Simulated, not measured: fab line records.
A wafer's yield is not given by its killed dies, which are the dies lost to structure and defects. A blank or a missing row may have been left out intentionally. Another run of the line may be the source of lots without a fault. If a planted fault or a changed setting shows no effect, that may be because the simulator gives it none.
Check for tools in common -- flow nand harc -- Sample size 15 lots and 45 wafers

== WHY THIS WAS OPENED ==
On 3 of the 15 lots, a flag is raised at NHARC_P_CONTACT_CD_MEAS_12 on the reading cd nm. Wafers without a fault read 90.4 nm, standard deviation 0.7.
Rule: flag the lot when none of its wafers has a number, or when each of its wafers that has one lies beyond 4 standard deviations from that mean. The rest of the lots are taken to be sound.

lot,measured,on,"cd nm (nm), wafer by wafer",flag
L277,day 5 21:51,cd sem-03,90.5 90.2 89.6,
L278,day 6 16:02,cd sem-01,89.3 90.1 89.9,
L279,day 7 01:49,cd sem-03,90.8 90.8 91.6,
L280,day 7 04:28,cd sem-03,90.9 90.7 90.5,
L281,day 7 10:09,cd sem-01,91.2 92.0 90.6,
L283,day 8 11:44,cd sem-03,90.5 90.2 90.5,
L285,day 9 04:02,cd sem-03,90.5 90.4 89.9,
L286,day 9 17:31,cd sem-02,90.4 90.3 90.5,
L292,day 12 02:14,cd sem-03,114.8 114.2 114.5,FLAGGED
L294,day 13 03:42,cd sem-03,109.9 109.4 109.8,FLAGGED
L295,day 13 12:57,cd sem-02,109.1 108.7 108.7,FLAGGED
L297,day 14 05:50,cd sem-02,90.8 90.8 90.4,
L296,day 14 06:43,cd sem-02,91.0 91.0 90.8,
L298,day 15 02:34,cd sem-01,90.0 90.7 89.9,
L300,day 15 21:07,cd sem-02,89.5 89.8 90.1,
Average over the flagged lots: 111.0 nm; offset from the usual +20.6 nm, equal to +29 standard deviations.

== LOT BY LOT: THE TOOL USED ==
2 process steps preceding the reading are held in the record, out of 1302 steps in the route. Cell contents, in order: the tool; ch with the chambers the sampled wafers went through; the start.
lot,flag,NHARC_P_GATE_RTA_82,NHARC_P_CONTACT_EXPOSE_09
L277,,"rtp anneal-01 ch 0, day 5 20:03","arfi scanner-03 ch 0, day 5 21:43"
L278,,"rtp anneal-01 ch 0, day 6 14:12","arfi scanner-01 ch 0, day 6 15:53"
L279,,"rtp anneal-01 ch 0, day 7 00:00","arfi scanner-03 ch 0, day 7 01:40"
L280,,"rtp anneal-02 ch 0, day 7 02:39","arfi scanner-02 ch 0, day 7 04:19"
L281,,"rtp anneal-01 ch 0, day 7 08:31","arfi scanner-02 ch 0, day 7 10:01"
L283,,"rtp anneal-02 ch 0, day 8 09:56","arfi scanner-01 ch 0, day 8 11:35"
L285,,"rtp anneal-01 ch 0, day 9 02:25","arfi scanner-02 ch 0, day 9 03:53"
L286,,"rtp anneal-02 ch 0, day 9 15:46","arfi scanner-01 ch 0, day 9 17:23"
L292,FLAGGED,"rtp anneal-02 ch 0, day 12 00:26","arfi scanner-01 ch 0, day 12 02:05"
L294,FLAGGED,"rtp anneal-01 ch 0, day 13 01:53","arfi scanner-01 ch 0, day 13 03:34"
L295,FLAGGED,"rtp anneal-01 ch 0, day 13 11:16","arfi scanner-01 ch 0, day 13 12:49"
L297,,"rtp anneal-02 ch 0, day 14 04:04","arfi scanner-02 ch 0, day 14 05:41"
L296,,"rtp anneal-02 ch 0, day 14 04:56","arfi scanner-03 ch 0, day 14 06:35"
L298,,"rtp anneal-01 ch 0, day 15 00:55","arfi scanner-03 ch 0, day 15 02:26"
L300,,"rtp anneal-02 ch 0, day 15 19:19","arfi scanner-03 ch 0, day 15 20:59"
What the steps here do:
- NHARC_P_GATE_RTA_82: time 30 s.
- NHARC_P_CONTACT_EXPOSE_09: exposes mask P CA, target cd 90 nm.
- NHARC_P_CONTACT_CD_MEAS_12: target cd 90 nm.

== FLAGGED AGAINST TOTAL, ONE TOOL AT A TIME (gauges that did the reading follow at the end) ==
step,tool,lots run,flagged,share of the flagged lots,sound lots run after its first flagged lot
NHARC_P_GATE_RTA_82,rtp anneal-01,8,2,some,1 (L298)
NHARC_P_GATE_RTA_82,rtp anneal-02,7,1,some,"3 (L297,L296,L300)"
NHARC_P_CONTACT_EXPOSE_09,arfi scanner-01,6,3,all,0
NHARC_P_CONTACT_EXPOSE_09,arfi scanner-02,4,0,none,-
NHARC_P_CONTACT_EXPOSE_09,arfi scanner-03,5,0,none,-
NHARC_P_CONTACT_CD_MEAS_12,cd sem-01,3,0,none,-
NHARC_P_CONTACT_CD_MEAS_12,cd sem-02,5,1,some,"3 (L297,L296,L300)"
NHARC_P_CONTACT_CD_MEAS_12,cd sem-03,7,2,some,0

== WHAT IS ALLOWED BY THE TABLE ==
In the table, 1 row covers all flagged lots: arfi scanner-01 at NHARC_P_CONTACT_EXPOSE_09.
- arfi scanner-01 at NHARC_P_CONTACT_EXPOSE_09 ran 6 lots, 3 of them flagged. Its last sound lot is L286 (day 9 17:23), its first flagged lot L292 (day 12 02:05): a fault that began between those two fits. Its own readings lie more than 4 standard deviations out on every wafer of the flagged lots: exposure dose mJ cm2.
Just one tool remains: arfi scanner-01 at NHARC_P_CONTACT_EXPOSE_09.

== WHAT WAS PUT IN BY THE SIMULATOR ==
Drift in process parameters on arfi scanner-01 at NHARC_P_CONTACT_EXPOSE_09, starting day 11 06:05. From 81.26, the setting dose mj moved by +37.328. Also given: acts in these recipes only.
Shown lots that were struck: L292, L294, L295. The same result came from the rule above.
